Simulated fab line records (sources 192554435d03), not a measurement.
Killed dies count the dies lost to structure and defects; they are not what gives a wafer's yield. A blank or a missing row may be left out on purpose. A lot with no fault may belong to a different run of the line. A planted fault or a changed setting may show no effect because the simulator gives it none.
A lot that was struck, set against a sound lot :: flow n5_finfet :: 39 out of 1938 route steps
Sound: these wafers, L135.2, L135.4, L135.6. The struck wafers were L147.2, L147.4, L147.5. At the end, the cause is stated.
Each step with rows lists, per side, the tool, then ch with its chambers, then its first start. Under that, the readings that differ: sound wafers :: struck wafers :: difference of the means :: sigmas: that difference in standard deviations of wafers without a fault.
alike: readings whose means differ by less than 2 such deviations, and words and numbers that are the same on both sides. not compared: withheld readings, readings that some wafer has no value for, bounds like >300 that may hide the same value, and numbers for which the record gives no deviation and whose values overlap.
Wherever a step has rows on one side only, a row that says differs or no value, or a row with sigmas, the two part there. Non-overlapping numbers with no deviation appear without sigmas and do not part them. Lack of a reading on every wafer of one side parts them only where that side has two or more wafers.

first, 11 steps without rows for these wafers: N5_FIN_CUT_STRIP_24 (strips in CF4); N5_FIN_CUT_CUT_ETCH_26 (etches SiNx in CH3F/O2, target depth 39 nm, time 55.7 s); N5_FIN_CUT_CUT_ETCH_27 (etches SiO2 in CHF3/O2, target depth 4 nm, overetch 2 nm, time 4.9 s); N5_FIN_CUT_PRECLEAN_35 (cleans in vHF, time 13.3 s); N5_FIN_CUT_CUT_ETCH_15 (etches Si in HBr/Cl2/O2, target depth 100 nm, bt time 10 s, time 42.4 s); N5_FIN_CUT_CUT_ETCH_28 (etches Si in HBr/Cl2/O2, target depth 6 nm, time 2.4 s); N5_FIN_CUT_STRIP_22 (strips in N2/H2); N5_FIN_CUT_PRECLEAN_36 (cleans in O3/DIW, time 60 s); N5_FIN_CUT_SRD_32 (time 30 s); N5_FIN_CUT_UV_OZONE_34 (time 120 s); N5_STI_FIN_REVEAL_ALD_00 (deposits SiO2, target thk 1 nm, pulse time 1 s).
N5_STI_FIN_REVEAL_ALD_14: deposits Si3N4, target thk 3 nm.
  sound on ald_sin-04 ch 1,2, day 3 13:56; struck on ald_sin-04 ch 0,1,2, day 6 09:37
  no value came back on the struck wafers for chamber_pressure_Torr (Torr), heater_power_outer_w (W), heater_power_w (W); on the sound wafers chamber_pressure_Torr (Torr) reads 1.996 2.000 1.995
then, 25 steps without rows for these wafers: N5_STI_FIN_REVEAL_FCVD_FILL_01 (material SiO2 flowable, target thk 312 nm, time 512.2 s); N5_STI_FIN_REVEAL_DENSIFY_02 (time 1800 s); N5_STI_FIN_REVEAL_CMP_04 (polishes, stops on Si3N4, t overpolish 4 s, target thk 131.83 nm); N5_STI_FIN_REVEAL_DENSIFY_30; N5_STI_FIN_REVEAL_ETCHBACK_08 (etches SiO2 in C4F6/O2, target depth 30.5 nm, time 10.167 s); N5_STI_FIN_REVEAL_STRIP_24 (strips in N2/H2, time 90 s); N5_STI_FIN_REVEAL_PRECLEAN_25 (cleans in SPM, time 90 s); N5_STI_FIN_REVEAL_PRECLEAN_26 (cleans in SC1, time 45 s); N5_STI_FIN_REVEAL_PRECLEAN_29 (cleans in DHF, time 30 s); N5_STI_FIN_REVEAL_SRD_12 (time 30 s); N5_STI_FIN_REVEAL_RECESS_09 (chemistry HF/NH3, target SiO2, afs cycles 11, target depth 42.5 nm, sublimation time 60 s); N5_STI_FIN_REVEAL_STRIP_16 (strips SiNx in H3PO4, target depth 23.8 nm); N5_STI_FIN_REVEAL_PRECLEAN_17 (cleans in NF3:NH3, afs cycles 1, time 20 s, sublimation time 60 s); N5_STI_FIN_REVEAL_ETCH_34 (etches Si in H2, material Si, target depth 0.97 nm); N5_STI_FIN_REVEAL_OXIDATION_31 (chemistry O2 PLASMA REMOTE, time 20 s); N5_STI_FIN_REVEAL_PRECLEAN_32 (cleans in NF3:NH3, afs cycles 1, time 20 s, sublimation time 60 s); N5_STI_FIN_REVEAL_STRIP_35 (strips Si3N4 in H3PO4, target depth 4 nm, time 39 s); N5_STI_FIN_REVEAL_SRD_21 (time 30 s); N5_STI_FIN_REVEAL_OXIDATION_33 (chemistry O2 PLASMA REMOTE, time 20 s); N5_STI_FIN_REVEAL_CLEAN_19 (cleans in O3/DIW, time 120 s); N5_STI_FIN_REVEAL_SRD_23 (time 30 s); N5_STI_FIN_REVEAL_PRECLEAN_18 (cleans in SC2, time 45 s); N5_STI_FIN_REVEAL_SRD_28 (time 30 s); N5_DUMMY_GATE_PRECLEAN_00 (cleans in O3/DIW, time 60 s); N5_DUMMY_GATE_SRD_01 (time 30 s).
-- the record jumps here: 9 days lie between the struck wafers' starts before and after (it left off in module DUMMY_GATE and takes up again in module BEOL_M4, whose first step shown is number 1111 of the route) --
N5_BEOL_M4_RC_MEAS_101:
  sound on prober-02 ch 0, day 9 09:14; struck on prober-02 ch 0, day 14 23:02
reading: SS_N (mV/dec)
sound: 72.1 72.2 71.5
struck: 71.0 70.6 71.0
difference: -1.1
sigmas: -2
  alike: DIBL_N, DIBL_P, IOFF_N, IOFF_P, ION_N, ION_P, SS_P, VT_N, VT_P
-- here the record skips 5 days between the struck wafers' starts before and after, leaving off in module BEOL_M4 and picking up in module PASSIVATION (first step shown: number 1936 of the route) --
N5_PASSIVATION_PROBE_49:
  struck on prober-01, day 19 16:12; sound on prober-02, day 13 14:28
reading: defect_limited_yield (%)
sound: 91.9 91.8 92.7
struck: 49.7 49.9 48.6
difference: -42.7
sigmas: -27

reading: killed_at_front_end
sound: 31 16 27
struck: 519 530 525
difference: +500
sigmas: +42

reading: killed_dies
sound: 96 97 86
struck: 594 591 607
difference: +504
sigmas: +28

reading: killed_on_rim
sound: 11 11 11
struck: 91 61 139
difference: +86
sigmas: +22

reading: sort_bin_5_function (%)
sound: 4.6 4.9 4.1
struck: 46.9 46.0 47.2
difference: +42.2
sigmas: +42

reading: sort_n_pass
sound: 1084 1083 1094
struck: 586 589 573
difference: -504
sigmas: -28

reading: sort_yield_pct (%)
sound: 91.9 91.8 92.7
struck: 49.7 49.9 48.6
difference: -42.7
sigmas: -27
  alike: killed_at_M0_to_M3, killed_at_M4_up, killed_at_contacts, killed_at_other, killed_open, killed_short, sort_bin_6_memory

== WHERE THEY PART ==
First at N5_STI_FIN_REVEAL_ALD_14; last, within this record, at N5_PASSIVATION_PROBE_49.

WHY: whatever the simulator had introduced
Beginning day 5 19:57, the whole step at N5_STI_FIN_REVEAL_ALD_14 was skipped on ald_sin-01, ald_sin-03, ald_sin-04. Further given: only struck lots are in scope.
